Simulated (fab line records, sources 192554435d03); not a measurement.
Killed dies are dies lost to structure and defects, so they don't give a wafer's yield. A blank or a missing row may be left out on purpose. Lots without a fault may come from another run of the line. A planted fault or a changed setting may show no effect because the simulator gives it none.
Problem report in the 8D (eight disciplines) form, filled by code | flow n5_finfet | the parts of the form that need people (team, actions taken, sign-off) are left out

1. THE PROBLEM
killed_at_M4_up at N5_PASSIVATION_PROBE_49 reads a mean of 101 on 1 wafer of 1 lot; wafers without a fault read 13 with a standard deviation of 5.3. That is +17 standard deviations from the usual mean.
First seen on wafer L746.4, day 16 02:14, on prober-01. The record holds 21 wafers of 7 lots with a number at this step. Rule for "out", or "out of limits": more than 4 standard deviations from the usual mean. The other wafers with a number count as sound.

2. WHAT IT IS AND WHAT IT IS NOT
question                    | is                                                                                                   | is not
which readings at this step | killed_at_M4_up, defect_limited_yield, killed_dies, sort_bin_5_function, sort_n_pass, sort_yield_pct | killed_at_M0_to_M3, killed_at_contacts, killed_at_front_end, killed_at_other, killed_open, sort_bin_6_memory
which lots                  | L746                                                                                                 | L732, L733, L736, L737, L745, L749
which wafers of those lots  | L746.4                                                                                               | L746.2, L746.3
read on which tools         | prober-01                                                                                            | prober-02
when                        | from day 16 02:14                                                                                    | up to then (17 sound wafers); but 3 sound wafers of L749 came after

3. SUSPECTS, AND WHAT RULES EACH OUT
Counting: a tool at a process step up to the reading stays a suspect if it ran every lot that is out. Sound lots after the first of them don't rule it out here, since some wafers of a struck lot are sound.
- pvd_sputter-01 at N5_BEOL_M4_SPUTTER_86 (material Cu, target thk 4.5 nm, time 8.29 s): kept. It ran the lot that is out, L746 (day 11 10:34); its last sound lot up to then is L737 (day 9 05:58).
- rie_diel-01 at N5_PASSIVATION_PASS_ETCH_74 (etches SiNx in CF4/O2, target depth 220 nm, time 110 s): kept. It ran the lot that is out, L746 (day 15 18:08); its last sound lot up to then is L736 (day 13 11:44).
- pecvd-03 at N5_PASSIVATION_PECVD_35 (deposits SiNx from SiH4/NH3/N2, target thk 700 nm, time 151.3 s): kept. It ran the lot that is out, L746 (day 15 22:04); its last sound lot up to then is L736 (day 13 14:31).
- rie_diel-04 at N5_PASSIVATION_STRIP_48 (strips in O2): kept. It ran the lot that is out, L746 (day 15 23:23); its last sound lot up to then is L736 (day 13 15:53).
- prober-01 at N5_PASSIVATION_PROBE_49: kept. It ran the lot that is out, L746 (day 16 02:08); its last sound lot up to then is L736 (day 13 18:23). Its own readings are out on those wafers: defect_limited_yield, killed_at_M4_up, killed_dies, sort_bin_5_function, sort_n_pass, sort_yield_pct.
- Within rie_diel-01 at N5_PASSIVATION_PASS_ETCH_74: the wafers that are out ran in chamber 0; their sound lot-mates ran in chambers 1, 2.
Left after counting: pvd_sputter-01 at N5_BEOL_M4_SPUTTER_86, rie_diel-01 at N5_PASSIVATION_PASS_ETCH_74, pecvd-03 at N5_PASSIVATION_PECVD_35, rie_diel-04 at N5_PASSIVATION_STRIP_48, prober-01 at N5_PASSIVATION_PROBE_49.

4. THE CAUSE (what the simulator had put in)
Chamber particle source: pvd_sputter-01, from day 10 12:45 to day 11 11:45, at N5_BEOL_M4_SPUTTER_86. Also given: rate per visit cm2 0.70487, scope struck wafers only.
Counting left 5 suspects, and this tool is among them.

5. THE CHAIN OF EFFECTS, in route order
Each row: a reading whose mean over the struck wafers that have a number lies more than 3 standard deviations from the usual. Only readings for which the record gives a usual standard deviation are gone through. hours: the time from each lot's start at the first step in this table that gives one to its start at this step, as a median over the lots. sigmas: the change in usual standard deviations.
hours | step                    | reading              | usual  | on struck wafers | change | sigmas
0     | N5_PASSIVATION_PROBE_49 | defect_limited_yield | 91.7 % | 85.6             | -6.1   | -4.1
0     | N5_PASSIVATION_PROBE_49 | killed_at_M4_up      | 13     | 101              | +88    | +17
0     | N5_PASSIVATION_PROBE_49 | killed_dies          | 98     | 170              | +72    | +4.2
0     | N5_PASSIVATION_PROBE_49 | sort_bin_5_function  | 4.9 %  | 9.5              | +4.6   | +4.9
0     | N5_PASSIVATION_PROBE_49 | sort_n_pass          | 1082   | 1010             | -72    | -4.2
0     | N5_PASSIVATION_PROBE_49 | sort_yield_pct       | 91.7 % | 85.6             | -6.1   | -4.4
The process steps in it:
- N5_PASSIVATION_PROBE_49

6. WHAT WOULD HAVE CAUGHT IT SOONER
In this record the first reading out of limits was taken at day 16 02:14, 133 hours after the fault began at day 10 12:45.
Of the tool readings at N5_BEOL_M4_SPUTTER_86 for which the record gives a usual standard deviation, none was out on any struck wafer, so an alarm limit of 4 standard deviations on them would not have fired.
All the lots that are out (1) had begun N5_BEOL_M4_SPUTTER_86 on pvd_sputter-01 by day 16 02:14. A hold on the tool at that time would have spared none of them.
